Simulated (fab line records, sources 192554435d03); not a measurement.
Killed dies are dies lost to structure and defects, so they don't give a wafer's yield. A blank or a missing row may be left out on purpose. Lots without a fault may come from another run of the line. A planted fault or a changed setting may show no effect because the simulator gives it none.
Which tool did it? | flow n5_finfet | 21 lots, 63 wafers sampled, at 6 steps of a route of 1938

WHAT THE GAUGES READ, wafer by wafer
The record holds no reading of a measuring or inspecting step that can be judged against a usual standard deviation.

WHICH TOOL RAN EACH LOT (tool, then ch and the chambers of the sampled wafers, then the start)
lot  | N5_BEOL_M14_ETCH_68                | N5_BEOL_M15_DESCUM_15              | N5_BEOL_M15_ETCH_57                | N5_BEOL_M15_STRIP_62                          | N5_BEOL_M15_CMP_49            | N5_BEOL_M15_DEP_53
L074 | rie_diel-06 ch 0,1,2, day 11 02:31 | rie_diel-02 ch 1,3, day 11 06:43   | rie_diel-02 ch 0,1,3, day 11 07:19 | rie_diel-03 ch 0,2,3, day 11 12:55 or earlier | cmp-02 ch 0,1,2, day 11 12:55 | pecvd-01 ch 0,1,2, day 11 13:16
L077 | rie_diel-04 ch 0,2,3, day 11 15:13 | rie_diel-03 ch 1,2,3, day 11 21:42 | rie_diel-03 ch 1,2,3, day 11 22:18 | rie_diel-01 ch 0,1,3, day 12 03:20 or earlier | cmp-03 ch 0,2, day 12 03:20   | pecvd-04 ch 1,2, day 12 03:41
L078 | rie_diel-04 ch 1,2,3, day 12 06:12 | rie_diel-03 ch 0,2,3, day 12 13:33 | rie_diel-03 ch 0,2,3, day 12 14:13 | rie_diel-01 ch 0,1,3, day 12 18:25 or earlier | cmp-01 ch 0,2,3, day 12 18:25 | pecvd-04 ch 0,1,2, day 12 18:44
L079 | rie_diel-06 ch 0,1,2, day 12 06:21 | rie_diel-02 ch 1,3, day 12 14:01   | rie_diel-03 ch 0,1,2, day 12 14:44 | rie_diel-02 ch 2,3, day 12 18:42 or earlier   | cmp-03 ch 2,3, day 12 18:42   | pecvd-01 ch 1,2, day 12 19:05
L081 | rie_diel-04 ch 1,2,3, day 12 08:17 | rie_diel-02 ch 1,3, day 12 14:28   | rie_diel-02 ch 1,2,3, day 12 15:06 | rie_diel-03 ch 0,1,2, day 12 20:00 or earlier | cmp-03 ch 0,1,2, day 12 20:00 | pecvd-01 ch 1,2, day 12 20:20
L080 | rie_diel-06 ch 0,2, day 12 17:25   | rie_diel-02 ch 1,2,3, day 12 20:59 | rie_diel-01 ch 0,2, day 12 21:35   | rie_diel-01 ch 1,2,3, day 13 00:27 or earlier | cmp-02 ch 0,1,3, day 13 00:27 | pecvd-04 ch 1,2, day 13 00:44
L083 | rie_diel-06 ch 0,3, day 12 18:15   | rie_diel-02 ch 1,2, day 12 21:38   | rie_diel-02 ch 1,2,3, day 12 22:14 | rie_diel-03 ch 0,1, day 13 03:54 or earlier   | cmp-03 ch 0,1,2, day 13 03:54 | pecvd-04 ch 0,1,2, day 13 04:09
L082 | rie_diel-04 ch 2,3, day 12 18:53   | rie_diel-01 ch 0,1,3, day 12 22:20 | rie_diel-02 ch 1,2,3, day 12 22:59 | rie_diel-03 ch 0,2, day 13 04:55 or earlier   | cmp-03 ch 0,2,3, day 13 04:55 | pecvd-04 ch 0,1, day 13 05:14
L084 | rie_diel-06 ch 0,1,2, day 13 09:56 | rie_diel-01 ch 1,3, day 13 13:58   | rie_diel-02 ch 0,1,3, day 13 14:37 | rie_diel-01 ch 0,1,3, day 13 21:44 or earlier | cmp-03 ch 0,2,3, day 13 21:44 | pecvd-04 ch 0,1,2, day 13 22:06
L086 | rie_diel-04 ch 0,1,3, day 13 23:35 | rie_diel-02 ch 1,2,3, day 14 04:25 | rie_diel-03 ch 0,1,2, day 14 05:01 | rie_diel-01 ch 0,1, day 14 10:44 or earlier   | cmp-01 ch 0,1,2, day 14 10:44 | pecvd-04 ch 1,2, day 14 11:05
L087 | rie_diel-05 ch 0,2, day 14 05:46   | rie_diel-03 ch 1,3, day 14 11:54   | rie_diel-01 ch 0,1,3, day 14 12:32 | rie_diel-03 ch 0,1,3, day 14 16:17 or earlier | cmp-02 ch 0,3, day 14 16:17   | pecvd-01 ch 0,1,2, day 14 16:38
L085 | rie_diel-04 ch 0,1,2, day 14 05:56 | rie_diel-02 ch 0,1,3, day 14 12:26 | rie_diel-03 ch 1,3, day 14 13:02   | rie_diel-03 ch 0,2, day 14 17:29 or earlier   | cmp-03 ch 0,1,2, day 14 17:29 | pecvd-04 ch 0,1, day 14 17:46
L088 | rie_diel-05 ch 0,2, day 14 06:21   | rie_diel-03 ch 2,3, day 14 14:06   | rie_diel-02 ch 0,1, day 14 14:44   | rie_diel-03 ch 0,1,3, day 14 18:55 or earlier | cmp-02 ch 0,3, day 14 18:55   | pecvd-04 ch 0,2, day 14 19:17
L089 | rie_diel-06 ch 0,2,3, day 14 14:58 | rie_diel-03 ch 1,3, day 14 21:16   | rie_diel-03 ch 0,3, day 14 21:52   | rie_diel-01 ch 0,1,3, day 15 01:58 or earlier | cmp-02 ch 1,3, day 15 01:58   | pecvd-04 ch 0,1, day 15 02:17
L090 | rie_diel-06 ch 2,3, day 15 03:50   | rie_diel-01 ch 0,3, day 15 13:10   | rie_diel-01 ch 1,2,3, day 15 13:46 | rie_diel-02 ch 1,2,3, day 15 20:22 or earlier | cmp-03 ch 0,2,3, day 15 20:22 | pecvd-04 ch 0,1,2, day 15 20:39
L091 | rie_diel-05 ch 1,2,3, day 15 04:24 | rie_diel-02 ch 1,3, day 15 13:37   | rie_diel-02 ch 1, day 15 15:25     | rie_diel-03 ch 1,2, day 15 20:50 or earlier   | cmp-02 ch 1,2,3, day 15 20:50 | pecvd-04 ch 0,1, day 15 21:12
L092 | rie_diel-04 ch 2,3, day 15 14:26   | rie_diel-02 ch 1,3, day 15 21:19   | rie_diel-02 ch 1,2,3, day 15 21:55 | rie_diel-03 ch 0,2, day 16 08:55 or earlier   | cmp-02 ch 0,1,2, day 16 08:55 | pecvd-02 ch 0,1, day 16 09:12
L093 | rie_diel-06 ch 0,1, day 16 06:32   | rie_diel-01 ch 0,1,2, day 16 10:20 | rie_diel-02 ch 0,3, day 16 10:56   | rie_diel-03 ch 0,1, day 16 14:35 or earlier   | cmp-01 ch 2,3, day 16 14:35   | pecvd-04 ch 1,2, day 16 14:56
L096 | rie_diel-04 ch 0,2, day 16 17:32   | rie_diel-01 ch 0,1, day 16 21:08   | rie_diel-02 ch 0,2,3, day 16 21:47 | rie_diel-02 ch 0,1,2, day 17 01:05 or earlier | cmp-01 ch 1,2, day 17 01:05   | pecvd-04 ch 0,2, day 17 01:26
L097 | rie_diel-05 ch 0,1,3, day 16 17:46 | rie_diel-02 ch 0,1,3, day 16 22:19 | rie_diel-03 ch 1,2, day 16 22:58   | rie_diel-02 ch 0,1,3, day 17 06:34 or earlier | cmp-03 ch 1,2,3, day 17 06:34 | pecvd-01 ch 0,2, day 17 06:53
L095 | rie_diel-05 ch 0,3, day 16 21:54   | rie_diel-01 ch 1,2, day 17 01:28   | rie_diel-01 ch 0,2, day 17 02:04   | rie_diel-01 ch 0,1, day 17 07:13 or earlier   | cmp-03 ch 1,2, day 17 07:13   | pecvd-02 ch 0,2, day 17 07:35
- N5_BEOL_M14_ETCH_68: etches SOC in N2/H2, time 450 s.
- N5_BEOL_M15_DESCUM_15: chemistry O2, time 7.9 s.
- N5_BEOL_M15_ETCH_57: etches SOC in N2/H2, time 750 s.
- N5_BEOL_M15_STRIP_62: strips in O2.
- N5_BEOL_M15_CMP_49: polishes, stops on SiO2, t overpolish 4.9 s, target thk 850 nm.
- N5_BEOL_M15_DEP_53: deposits SiCN from 3MS/NH3, target thk 50 nm, time 17.8 s.

WHAT THE TOOLS THEMSELVES READ (means of the sampled wafers that have a number; where no wafer has one, the mark that the record gives instead)
N5_BEOL_M14_ETCH_68. Usual: drypump_motor_current_A 5.5 A, standard deviation 0.5; oes_product_au 0.77 a.u., standard deviation 0.079; rf_vpp_V 524.0 V, standard deviation 2.8; showerhead_plenum_p_Torr 2.54 Torr, standard deviation 0.1; throttle_valve_pct 17.89 %, standard deviation 0.19.
lot  | tool        | drypump_motor_current_A (A) | oes_product_au (a.u.) | rf_vpp_V (V) | showerhead_plenum_p_Torr (Torr) | throttle_valve_pct (%) | flag
L074 | rie_diel-06 | 5.2                         | 0.72                  | 523.1        | 2.48                            | 17.99                  |
L077 | rie_diel-04 | 5.7                         | 0.74                  | 524.1        | 2.54                            | 17.94                  |
L078 | rie_diel-04 | 5.8                         | 0.76                  | 522.0        | 2.48                            | 17.88                  |
L079 | rie_diel-06 | 5.2                         | 0.72                  | 522.7        | 2.48                            | 18.00                  |
L081 | rie_diel-04 | 5.7                         | 0.75                  | 521.4        | 2.48                            | 17.88                  |
L080 | rie_diel-06 | 5.1                         | 0.71                  | 522.6        | 2.48                            | 17.96                  |
L083 | rie_diel-06 | 4.8                         | 0.84                  | 525.7        | 2.60                            | 17.80                  |
L082 | rie_diel-04 | 5.5                         | 0.75                  | 523.1        | 2.51                            | 17.92                  |
L084 | rie_diel-06 | 5.2                         | 0.70                  | 522.6        | 2.48                            | 18.02                  |
L086 | rie_diel-04 | 5.5                         | 0.80                  | 523.5        | 2.52                            | 17.79                  |
L087 | rie_diel-05 | 5.7                         | 0.74                  | 528.0        | 2.65                            | 17.94                  |
L085 | rie_diel-04 | 5.9                         | 0.82                  | 522.5        | 2.50                            | 17.82                  |
L088 | rie_diel-05 | 5.5                         | 0.77                  | 526.7        | 2.67                            | 17.85                  |
L089 | rie_diel-06 | 5.0                         | 0.76                  | 523.1        | 2.54                            | 17.90                  |
L090 | rie_diel-06 | 5.2                         | 0.75                  | 524.2        | 2.57                            | 18.05                  |
L091 | rie_diel-05 | 5.6                         | 0.83                  | 525.3        | 2.61                            | 17.65                  |
L092 | rie_diel-04 | 5.9                         | 0.76                  | 522.4        | 2.47                            | 17.98                  |
L093 | rie_diel-06 | 5.3                         | 0.69                  | 522.2        | 2.47                            | 18.11                  |
L096 | rie_diel-04 | 6.0                         | 0.86                  | 524.0        | 2.55                            | 17.78                  |
L097 | rie_diel-05 | 5.8                         | 0.80                  | 525.0        | 2.59                            | 17.77                  |
L095 | rie_diel-05 | 6.1                         | 0.77                  | 527.3        | 2.64                            | 17.89                  |

N5_BEOL_M15_DESCUM_15. Usual: drypump_motor_current_A 5.9 A, standard deviation 0.45; o2_flow_sccm 225.0 sccm, standard deviation 0.66; oes_product_au 0.77 a.u., standard deviation 0.081; rf_vpp_V 243.6 V, standard deviation 1.2; showerhead_plenum_p_Torr 2.13 Torr, standard deviation 0.063; throttle_valve_pct 20.38 %, standard deviation 0.18.
lot  | tool        | drypump_motor_current_A (A) | o2_flow_sccm (sccm) | oes_product_au (a.u.) | rf_vpp_V (V) | showerhead_plenum_p_Torr (Torr) | throttle_valve_pct (%) | flag
L074 | rie_diel-02 | 5.7                         | 224.5               | 0.86                  | 244.3        | 2.19                            | 20.19                  |
L077 | rie_diel-03 | 5.6                         | 224.4               | 0.76                  | 243.5        | 2.12                            | 20.40                  |
L078 | rie_diel-03 | 5.8                         | 224.9               | 0.76                  | 242.8        | 2.10                            | 20.44                  |
L079 | rie_diel-02 | 5.7                         | 224.5               | 0.83                  | 245.1        | 2.18                            | 20.22                  |
L081 | rie_diel-02 | 5.7                         | 225.3               | 0.78                  | 243.3        | 2.14                            | 20.27                  |
L080 | rie_diel-02 | 6.0                         | 224.7               | 0.77                  | 243.1        | 2.12                            | 20.36                  |
L083 | rie_diel-02 | 6.2                         | 224.9               | 0.70                  | 242.2        | 2.06                            | 20.51                  |
L082 | rie_diel-01 | 6.0                         | 224.8               | 0.80                  | 242.9        | 2.14                            | 20.41                  |
L084 | rie_diel-01 | 6.0                         | 224.2               | 0.79                  | 243.7        | 2.18                            | 20.47                  |
L086 | rie_diel-02 | 5.9                         | 225.1               | 0.75                  | 243.5        | 2.12                            | 20.38                  |
L087 | rie_diel-03 | 6.0                         | 224.2               | 0.70                  | 243.7        | 2.15                            | 20.63                  |
L085 | rie_diel-02 | 5.5                         | 225.0               | 0.84                  | 243.7        | 2.15                            | 20.24                  |
L088 | rie_diel-03 | 5.2                         | 225.0               | 0.78                  | 242.5        | 2.07                            | 20.33                  |
L089 | rie_diel-03 | 6.0                         | 224.8               | 0.70                  | 245.0        | 2.15                            | 20.64                  |
L090 | rie_diel-01 | 6.1                         | 225.4               | 0.74                  | 243.4        | 2.08                            | 20.46                  |
L091 | rie_diel-02 | 5.7                         | 224.9               | 0.80                  | 244.3        | 2.17                            | 20.26                  |
L092 | rie_diel-02 | 5.7                         | 225.2               | 0.80                  | 244.0        | 2.17                            | 20.26                  |
L093 | rie_diel-01 | 5.8                         | 225.3               | 0.77                  | 243.5        | 2.15                            | 20.32                  |
L096 | rie_diel-01 | 5.8                         | 224.4               | 0.81                  | 243.8        | 2.13                            | 20.38                  |
L097 | rie_diel-02 | 5.5                         | 225.3               | 0.81                  | 244.1        | 2.15                            | 20.27                  |
L095 | rie_diel-01 | 5.8                         | 224.5               | 0.72                  | 244.6        | 2.17                            | 20.29                  |

N5_BEOL_M15_ETCH_57. Usual: drypump_motor_current_A 5.8 A, standard deviation 0.48; oes_product_au 0.77 a.u., standard deviation 0.086; rf_vpp_V 524.9 V, standard deviation 2.1; showerhead_plenum_p_Torr 2.58 Torr, standard deviation 0.071; throttle_valve_pct 17.71 %, standard deviation 0.23.
lot  | tool        | drypump_motor_current_A (A) | oes_product_au (a.u.) | rf_vpp_V (V) | showerhead_plenum_p_Torr (Torr) | throttle_valve_pct (%) | flag
L074 | rie_diel-02 | 5.5                         | 0.78                  | 526.0        | 2.61                            | 17.62                  |
L077 | rie_diel-03 | 5.6                         | 0.76                  | 525.1        | 2.58                            | 17.79                  |
L078 | rie_diel-03 | 5.9                         | 0.76                  | 524.8        | 2.55                            | 17.85                  |
L079 | rie_diel-03 | 5.9                         | 0.77                  | 524.5        | 2.55                            | 17.79                  |
L081 | rie_diel-02 | 6.0                         | 0.77                  | 524.7        | 2.59                            | 17.73                  |
L080 | rie_diel-01 | 5.7                         | 0.75                  | 526.0        | 2.61                            | 17.64                  |
L083 | rie_diel-02 | 6.0                         | 0.77                  | 523.9        | 2.59                            | 17.74                  |
L082 | rie_diel-02 | 6.0                         | 0.76                  | 524.4        | 2.59                            | 17.75                  |
L084 | rie_diel-02 | 5.5                         | 0.85                  | 526.7        | 2.60                            | 17.48                  |
L086 | rie_diel-03 | 5.9                         | 0.75                  | 524.4        | 2.55                            | 17.82                  |
L087 | rie_diel-01 | 6.0                         | 0.79                  | 525.1        | 2.57                            | 17.71                  |
L085 | rie_diel-03 | 6.1                         | 0.70                  | 525.2        | 2.63                            | 17.95                  |
L088 | rie_diel-02 | 5.3                         | 0.86                  | 524.0        | 2.56                            | 17.44                  |
L089 | rie_diel-03 | 6.2                         | 0.70                  | 525.5        | 2.59                            | 18.05                  |
L090 | rie_diel-01 | 6.0                         | 0.73                  | 525.3        | 2.59                            | 17.69                  |
L091 | rie_diel-02 | 5.8                         | 0.71                  | 523.1        | 2.51                            | 17.63                  |
L092 | rie_diel-02 | 5.9                         | 0.84                  | 525.1        | 2.58                            | 17.62                  |
L093 | rie_diel-02 | 5.3                         | 0.90                  | 525.5        | 2.62                            | 17.42                  |
L096 | rie_diel-02 | 5.7                         | 0.89                  | 525.6        | 2.60                            | 17.54                  |
L097 | rie_diel-03 | 5.7                         | 0.73                  | 523.8        | 2.57                            | 17.80                  |
L095 | rie_diel-01 | 5.7                         | 0.73                  | 525.6        | 2.60                            | 17.67                  |

N5_BEOL_M15_STRIP_62. Usual: drypump_motor_current_A 5.9 A, standard deviation 0.52; o2_flow_sccm 225.1 sccm, standard deviation 0.65; oes_product_au 0.77 a.u., standard deviation 0.077; rf_vpp_V 3.6 V, standard deviation 0.49; showerhead_plenum_p_Torr 2.13 Torr, standard deviation 0.063; throttle_valve_pct 16.64 %, standard deviation 0.19.
lot  | tool        | drypump_motor_current_A (A) | o2_flow_sccm (sccm) | oes_product_au (a.u.) | rf_vpp_V (V) | showerhead_plenum_p_Torr (Torr) | throttle_valve_pct (%) | flag
L074 | rie_diel-03 | 5.9                         | 225.4               | 0.77                  | 3.6          | 2.10                            | 16.67                  |
L077 | rie_diel-01 | 6.0                         | 225.0               | 0.81                  | 3.7          | 2.15                            | 16.65                  |
L078 | rie_diel-01 | 6.0                         | 225.3               | 0.80                  | 3.9          | 2.14                            | 16.66                  |
L079 | rie_diel-02 | 5.9                         | 224.8               | 0.82                  | 3.5          | 2.17                            | 16.55                  |
L081 | rie_diel-03 | 5.9                         | 224.8               | 0.77                  | 3.4          | 2.09                            | 16.62                  |
L080 | rie_diel-01 | 6.0                         | 224.6               | 0.74                  | 3.5          | 2.16                            | 16.65                  |
L083 | rie_diel-03 | 6.3                         | 225.9               | 0.72                  | 3.2          | 2.13                            | 16.75                  |
L082 | rie_diel-03 | 5.5                         | 225.4               | 0.80                  | 3.2          | 2.05                            | 16.51                  |
L084 | rie_diel-01 | 6.0                         | 224.8               | 0.80                  | 3.5          | 2.14                            | 16.67                  |
L086 | rie_diel-01 | 5.9                         | 225.7               | 0.82                  | 3.5          | 2.19                            | 16.64                  |
L087 | rie_diel-03 | 6.3                         | 224.6               | 0.70                  | 3.8          | 2.14                            | 16.84                  |
L085 | rie_diel-03 | 6.1                         | 225.1               | 0.76                  | 4.2          | 2.08                            | 16.65                  |
L088 | rie_diel-03 | 6.2                         | 225.1               | 0.71                  | 4.2          | 2.14                            | 16.83                  |
L089 | rie_diel-01 | 6.0                         | 224.9               | 0.78                  | 3.6          | 2.14                            | 16.69                  |
L090 | rie_diel-02 | 5.9                         | 225.3               | 0.84                  | 3.4          | 2.12                            | 16.47                  |
L091 | rie_diel-03 | 5.3                         | 225.4               | 0.77                  | 3.8          | 2.06                            | 16.54                  |
L092 | rie_diel-03 | 6.1                         | 224.4               | 0.74                  | 4.0          | 2.07                            | 16.67                  |
L093 | rie_diel-03 | 6.5                         | 225.9               | 0.71                  | 3.1          | 2.11                            | 16.79                  |
L096 | rie_diel-02 | 5.8                         | 225.4               | 0.84                  | 3.3          | 2.09                            | 16.47                  |
L097 | rie_diel-02 | 5.5                         | 225.5               | 0.81                  | 2.9          | 2.15                            | 16.48                  |
L095 | rie_diel-01 | 5.9                         | 225.9               | 0.80                  | 4.0          | 2.18                            | 16.68                  |

N5_BEOL_M15_CMP_49. Usual: barrier_field_endpoint_s 11.39 s, standard deviation 0.27; motor_current_A 8.4 A, standard deviation 1; overpolish_run_s 4.899 s, standard deviation 0.0098.
lot  | tool   | barrier_field_endpoint_s (s) | motor_current_A (A) | overpolish_run_s (s) | flag
L074 | cmp-02 | 11.31                        | 8.5                 | 4.894                |
L077 | cmp-03 | 11.63                        | 7.8                 | 4.903                |
L078 | cmp-01 | 11.38                        | 8.0                 | 4.904                |
L079 | cmp-03 | 11.56                        | 8.1                 | 4.898                |
L081 | cmp-03 | 11.78                        | 8.3                 | 4.887                |
L080 | cmp-02 | 11.36                        | 8.8                 | 4.900                |
L083 | cmp-03 | 11.40                        | 8.2                 | 4.900                |
L082 | cmp-03 | 11.73                        | 8.9                 | 4.896                |
L084 | cmp-03 | 11.49                        | 8.6                 | 4.902                |
L086 | cmp-01 | 11.65                        | 7.4                 | 4.902                |
L087 | cmp-02 | 11.19                        | 9.4                 | 4.898                |
L085 | cmp-03 | 11.39                        | 8.0                 | 4.889                |
L088 | cmp-02 | 11.45                        | 8.7                 | 4.898                |
L089 | cmp-02 | 11.54                        | 8.6                 | 4.900                |
L090 | cmp-03 | 11.43                        | 8.9                 | 4.898                |
L091 | cmp-02 | 11.24                        | 8.3                 | 4.897                |
L092 | cmp-02 | 11.36                        | 8.5                 | 4.894                |
L093 | cmp-01 | 11.22                        | 8.4                 | 4.906                |
L096 | cmp-01 | 11.81                        | 7.4                 | 4.887                |
L097 | cmp-03 | 11.19                        | 8.3                 | 4.899                |
L095 | cmp-03 | 11.24                        | 7.4                 | 4.903                |

N5_BEOL_M15_DEP_53. Usual: showerhead_plenum_p_Torr 4.159 Torr, standard deviation 0.022; throttle_valve_pct 17.9 %, standard deviation 0.44.
lot  | tool     | showerhead_plenum_p_Torr (Torr) | throttle_valve_pct (%) | flag
L074 | pecvd-01 | 4.155                           | 18.0                   |
L077 | pecvd-04 | 4.172                           | 17.4                   |
L078 | pecvd-04 | 4.163                           | 17.8                   |
L079 | pecvd-01 | 4.145                           | 18.2                   |
L081 | pecvd-01 | 4.148                           | 18.4                   |
L080 | pecvd-04 | 4.173                           | 17.6                   |
L083 | pecvd-04 | 4.165                           | 17.8                   |
L082 | pecvd-04 | 4.143                           | 18.1                   |
L084 | pecvd-04 | 4.163                           | 17.8                   |
L086 | pecvd-04 | 4.168                           | 17.7                   |
L087 | pecvd-01 | 4.147                           | 18.1                   |
L085 | pecvd-04 | 4.153                           | 18.0                   |
L088 | pecvd-04 | 4.149                           | 18.0                   |
L089 | pecvd-04 | 4.172                           | 18.1                   |
L090 | pecvd-04 | 4.157                           | 17.9                   |
L091 | pecvd-04 | 4.153                           | 18.1                   |
L092 | pecvd-02 | 4.160                           | 18.1                   |
L093 | pecvd-04 | 4.181                           | 17.8                   |
L096 | pecvd-04 | 4.149                           | 18.0                   |
L097 | pecvd-01 | 4.158                           | 18.0                   |
L095 | pecvd-02 | 4.154                           | 17.6                   |

THE ANSWER, worked out from the rows above alone
Rule: a lot is off if the mean of its wafers that have a number lies more than 3 standard deviations from the usual mean. A lot without any number at a reading at which 4 lots or more have one is off too. The other lots that the step has rows for count as sound. The gauges are gone through in route order, then the tools' own readings, and for those a lot's mean is taken as printed above. The first step at which some lot is off is used, and at that step the reading that is off furthest; a lot without a number counts as furthest.
No lot is off at any reading shown: from this, nothing can be told.

WHAT THE SIMULATOR HAD PUT IN
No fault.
